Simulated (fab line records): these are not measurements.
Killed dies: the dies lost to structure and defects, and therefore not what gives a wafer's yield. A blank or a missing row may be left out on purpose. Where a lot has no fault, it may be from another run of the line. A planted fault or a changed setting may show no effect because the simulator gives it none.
Problem report in the 8D (eight disciplines) form, filled by code    flow nand harc    the parts of the form that need people (team, actions taken, sign-off) are left out

1. THE ISSUE
At NHARC_P_GATE_EXPOSE_08, exposure dose mJ cm2 averages 21.829 over 12 wafers from 4 lots, while fault-free wafers read 16.749, standard deviation 0.017. That is +99 or more standard deviations from the usual mean.
The step: exposes mask P HV.
First observed at day 10 10:07: wafer L925.1, on krf scanner-02. The record has a number at this step for 42 wafers belonging to 14 lots. Rule for "out", or "out of limits": more than 4 standard deviations from the usual mean. The rest of the wafers with a number are treated as sound.

2. WHAT IT IS; WHAT IT IS NOT
question                     is                      is not
which readings at this step  exposure dose mJ cm2    -
which lots                   L924, L925, L926, L931  L910, L911, L914, L916, L917, L920, L921, L922, L923, L933
which wafers of those lots   all that have a number  -
read on which tools          krf scanner-02          krf scanner-01, krf scanner-03
when                         from day 10 10:07       up to then (27 sound wafers); but 3 sound wafers of L933 came after

3. THE SUSPECTS, EACH WITH WHAT RULES IT OUT
Counting: a tool at any process step up to the reading remains a suspect when it ran all the lots that are out and ran no sound lot after the first of those.
- krf scanner-02 at NHARC_P_GATE_EXPOSE_08 (exposes mask P HV): kept. It processed each lot that is out, first L925 at day 10 10:07, and no sound lot thereafter; up to then, the last sound lot it processed was L922 at day 9 14:57. Out on those wafers are its own readings of exposure dose mJ cm2.
Remaining after the count: krf scanner-02 at NHARC_P_GATE_EXPOSE_08.

4. THE CAUSE (what the simulator had put in)
Process parameters drifting: krf scanner-02 at NHARC_P_GATE_EXPOSE_08, beginning at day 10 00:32. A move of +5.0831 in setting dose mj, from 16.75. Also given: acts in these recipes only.
Only this tool survived the counting.

5. SEQUENCE OF EFFECTS, ordered by route
Rows list readings where the struck wafers' mean (over those with a number) sits beyond 3 standard deviations from the usual. Only readings for which the record gives a usual standard deviation are gone through. hours: the time from each lot's start at the first step in this table that gives one to its start at this step, as a median over the lots. sigmas: the change in usual standard deviations.
hours  step                    reading               usual   on struck wafers  change  sigmas
0      NHARC_P_GATE_EXPOSE_08  exposure dose mJ cm2  16.749  21.829            +5.080  +99 or more
It contains these process steps:
- NHARC_P_GATE_EXPOSE_08: exposes mask P HV.

6. HOW IT WOULD HAVE BEEN CAUGHT EARLIER
In this record the first reading out of limits was taken at day 10 10:07, 10 hours after the fault began at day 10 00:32.
